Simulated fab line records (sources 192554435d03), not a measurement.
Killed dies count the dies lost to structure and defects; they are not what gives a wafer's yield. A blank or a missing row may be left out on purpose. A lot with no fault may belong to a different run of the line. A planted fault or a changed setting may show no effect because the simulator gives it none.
Split-lot experiment -- flow n5_finfet -- route with 1938 steps; 7 lots, 39 wafers read

ON THE SPLIT
At N5_WELL_APT_EPI_41 (deposits Si from SiH4/H2, target thk 50 nm, time 297.7 s), the setting time_s was moved away from the recipe's 297.7 s on 15 of the 39 wafers read, by -7.9% to +6.7%. All remaining wafers had this setting at the recipe value.

The reading is taken at the split's own step.

THE READING
Si_of_WELL_APT_EPI_41.thk_nm (the simulator's own value, which no gauge read), in nm, at N5_WELL_APT_EPI_41 (deposits Si from SiH4/H2, target thk 50 nm, time 297.7 s). No usual value for it is given in the file. Here, 24 wafers ran the recipe; their average is 50.00 nm with a standard deviation of 0.54 nm.

wafer,"tool, chamber at the split","time_s as run, s",against the recipe,"Si_of_WELL_APT_EPI_41.thk_nm, nm",against lot-mates on the recipe
L080.1,"epi_rpcvd-03, 0",317.5,+6.7%,52.9,+3.74
L080.2,"epi_rpcvd-03, 0",297.7,recipe,49.3,-
L080.3,"epi_rpcvd-03, 0",317.5,+6.7%,53.05,+3.89
L080.4,"epi_rpcvd-03, 0",317.5,+6.7%,52.86,+3.70
L080.5,"epi_rpcvd-03, 0",297.7,recipe,49.06,-
L080.6,"epi_rpcvd-03, 0",297.7,recipe,49.13,-
L081.1,"epi_rpcvd-04, 0",297.7,recipe,50.39,-
L081.2,"epi_rpcvd-04, 0",297.7,recipe,50.76,-
L081.3,"epi_rpcvd-04, 0",297.7,recipe,50.46,-
L081.4,"epi_rpcvd-04, 0",297.7,recipe,50.8,-
L081.5,"epi_rpcvd-04, 0",297.7,recipe,50.59,-
L081.6,"epi_rpcvd-04, 0",297.7,recipe,50.56,-
L086.1,"epi_rpcvd-02, 0",297.7,recipe,50.01,-
L086.2,"epi_rpcvd-02, 0",297.7,recipe,50.01,-
L086.3,"epi_rpcvd-02, 0",297.7,recipe,49.76,-
L086.4,"epi_rpcvd-02, 0",284,-4.6%,46.75,-3.18
L086.5,"epi_rpcvd-02, 0",284,-4.6%,47.25,-2.68
L086.6,"epi_rpcvd-02, 0",284,-4.6%,47.57,-2.36
L089.4,"epi_rpcvd-02, 0",297.7,recipe,50.1,-
L089.5,"epi_rpcvd-02, 0",297.7,recipe,49.56,-
L089.6,"epi_rpcvd-02, 0",297.7,recipe,49.77,-
L091.1,"epi_rpcvd-03, 0",285,-4.3%,47.08,-2.74
L091.2,"epi_rpcvd-03, 0",297.7,recipe,49.48,-
L091.3,"epi_rpcvd-03, 0",297.7,recipe,49.75,-
L091.4,"epi_rpcvd-03, 0",297.7,recipe,50.22,-
L091.5,"epi_rpcvd-03, 0",285,-4.3%,47.59,-2.23
L091.6,"epi_rpcvd-03, 0",285,-4.3%,47.77,-2.05
L094.1,"epi_rpcvd-03, 0",297.7,recipe,50.12,-
L094.2,"epi_rpcvd-03, 0",310.6,+4.3%,51.8,+2.22
L094.3,"epi_rpcvd-03, 0",310.6,+4.3%,51.1,+1.52
L094.4,"epi_rpcvd-03, 0",297.7,recipe,49.2,-
L094.5,"epi_rpcvd-03, 0",310.6,+4.3%,52.38,+2.80
L094.6,"epi_rpcvd-03, 0",297.7,recipe,49.41,-
L095.1,"epi_rpcvd-03, 0",274.3,-7.9%,45.53,-5.02
L095.2,"epi_rpcvd-03, 0",297.7,recipe,50.66,-
L095.3,"epi_rpcvd-03, 0",297.7,recipe,50.51,-
L095.4,"epi_rpcvd-03, 0",274.3,-7.9%,46.38,-4.17
L095.5,"epi_rpcvd-03, 0",297.7,recipe,50.48,-
L095.6,"epi_rpcvd-03, 0",274.3,-7.9%,46.67,-3.88

FIT RESULTS
A straight line over all 39 wafers: Si_of_WELL_APT_EPI_41.thk_nm changes by +0.488 nm for each +1% of time_s; r = +0.96; the points scatter about the line by 0.54 nm.
The same after taking each lot's own level away (the mean of its wafers on the recipe; 39 wafers): +0.556 nm for each +1%; r = +0.99; scatter 0.31 nm.
Per that fit: largest time_s move, reading shift of 4.4 nm.
From 49.163 to 50.593 nm: that is the span of the lots' own levels, equal to 2.6 times the standard deviation above.
So the lot-to-lot level changes the slope: the two fits differ.
Check: with one of the wafers moved furthest among these (-7.9%) left out of the fit, the line predicts -4.29 nm for it against its lot-mates. It came out at -5.02 nm against them.

FILE'S OWN FIT
Si_of_WELL_APT_EPI_41.thk_nm changes by +0.557 nm for each +1% of time_s, r = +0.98.
